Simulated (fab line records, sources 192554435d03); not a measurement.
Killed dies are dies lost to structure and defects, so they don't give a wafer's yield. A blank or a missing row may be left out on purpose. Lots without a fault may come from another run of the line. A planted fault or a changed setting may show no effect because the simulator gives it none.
One fault seen from 2 desks | flow n5_finfet | each desk has only its own numbers; what lay behind them comes last

THE METROLOGY DESK
What the gauges read, lot by lot, whatever tool the lot ran on: means of the sampled wafers that have a number. A lot is out of limits, marked OUT, if its mean lies more than 4 standard deviations from the usual mean; the brackets give that distance. Of its 11 readings 7 are shown: those that lie furthest out on some lot.
Columns: A = DIBL_N at N5_BEOL_M4_RC_MEAS_101, usual 36.5 mV/V; B = DIBL_P at N5_BEOL_M4_RC_MEAS_101, usual 36.5 mV/V; C = IOFF_N at N5_BEOL_M4_RC_MEAS_101, usual 0.16 nA/um; D = IOFF_P at N5_BEOL_M4_RC_MEAS_101, usual 0.21 nA/um; E = SS_P at N5_BEOL_M4_RC_MEAS_101, usual 73.4 mV/dec; F = VT_N at N5_BEOL_M4_RC_MEAS_101, usual 250 mV; G = VT_P at N5_BEOL_M4_RC_MEAS_101, usual -250.5 mV
lot  | first seen here | A    | B    | C    | D    | E    | F   | G
L316 | day 2 02:32     | 33.1 | 35.4 | 0.14 | 0.18 | 72.8 | 252 | -251.3
L317 | day 2 09:10     | 38.5 | 38.7 | 0.18 | 0.23 | 74.7 | 249 | -247.8
L320 | day 3 03:03     | 38.9 | 38.5 | 0.21 | 0.26 | 74.1 | 247 | -248.9
L322 | day 3 14:59     | 36.3 | 35.0 | 0.18 | 0.23 | 73.4 | 246 | -250.0
L325 | day 4 08:46     | 35.7 | 36.3 | 0.15 | 0.19 | 73.5 | 251 | -250.9
L328 | day 5 03:53     | 38.8 | 37.4 | 0.21 | 0.26 | 74.4 | 245 | -248.0
L335 | day 6 22:42     | 35.5 | 36.7 | 0.17 | 0.21 | 73.1 | 248 | -251.4
L338 | day 7 14:01     | 37.8 | 40.0 | 0.22 | 0.27 | 74.1 | 246 | -245.0
L339 | day 7 20:35     | 38.7 | 40.7 | 0.21 | 0.22 | 74.7 | 248 | -250.4
This desk's finding: nothing out of limits on any of the 9 lots.

THE TOOL OWNER'S DESK: rie_diel-03
The tool's own readings at N5_FIN_CUT_ETCH_21 (etches SOC in N2/H2, target depth 219 nm, overetch 43.8 nm, time 523.5 s): means of the sampled wafers that have a number, for each lot that ran on this tool. A lot is out of limits, marked OUT, if its mean lies more than 4 standard deviations from the usual mean; the brackets give that distance.
Columns: A = bias_w at N5_FIN_CUT_ETCH_21, usual 61.01 W; B = drypump_motor_current_A at N5_FIN_CUT_ETCH_21, usual 5.8 A; C = oes_product_au at N5_FIN_CUT_ETCH_21, usual 0.70 a.u.; D = rf_fwd_power_W at N5_FIN_CUT_ETCH_21, usual 848.6 W; E = rf_vpp_V at N5_FIN_CUT_ETCH_21, usual 240.8 V; F = showerhead_plenum_p_Torr at N5_FIN_CUT_ETCH_21, usual 2.55 Torr; G = throttle_valve_pct at N5_FIN_CUT_ETCH_21, usual 17.8 %
lot  | first seen here | A               | B   | C    | D     | E                | F    | G
L316 | day 2 03:20     | 60.95           | 5.7 | 0.71 | 852.0 | 240.6            | 2.59 | 17.7
L322 | day 3 15:56     | 58.09 (-15) OUT | 5.7 | 0.73 | 849.5 | 232.6 (-5.8) OUT | 2.57 | 17.7
L325 | day 4 09:25     | 57.91 (-16) OUT | 5.5 | 0.71 | 847.1 | 232.2 (-6.1) OUT | 2.54 | 17.9
L339 | day 7 21:14     | 61.05           | 5.5 | 0.68 | 852.1 | 240.8            | 2.53 | 17.9
This desk's finding: out of limits on L322, L325; first on L322, day 3 15:56 (bias_w at N5_FIN_CUT_ETCH_21). In limits: L316, L339.

PUT TOGETHER
The tool owner's desk could have raised an alarm at day 3 15:56, on L322, L325.
The metrology desk saw nothing out of limits.
The metrology desk has L322, L325 on record, within its limits.
Of the lots named, all ran N5_FIN_CUT_ETCH_21 on rie_diel-03.

WHAT THE SIMULATOR HAD PUT IN
Process parameter drift: rie_diel-03, from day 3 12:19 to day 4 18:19, at N5_FIN_CUT_ETCH_21. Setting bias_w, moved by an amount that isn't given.
Lots struck among those shown: L322, L325.
Hours from the fault's start to each desk's first reading out of limits: the tool owner's desk, 4.
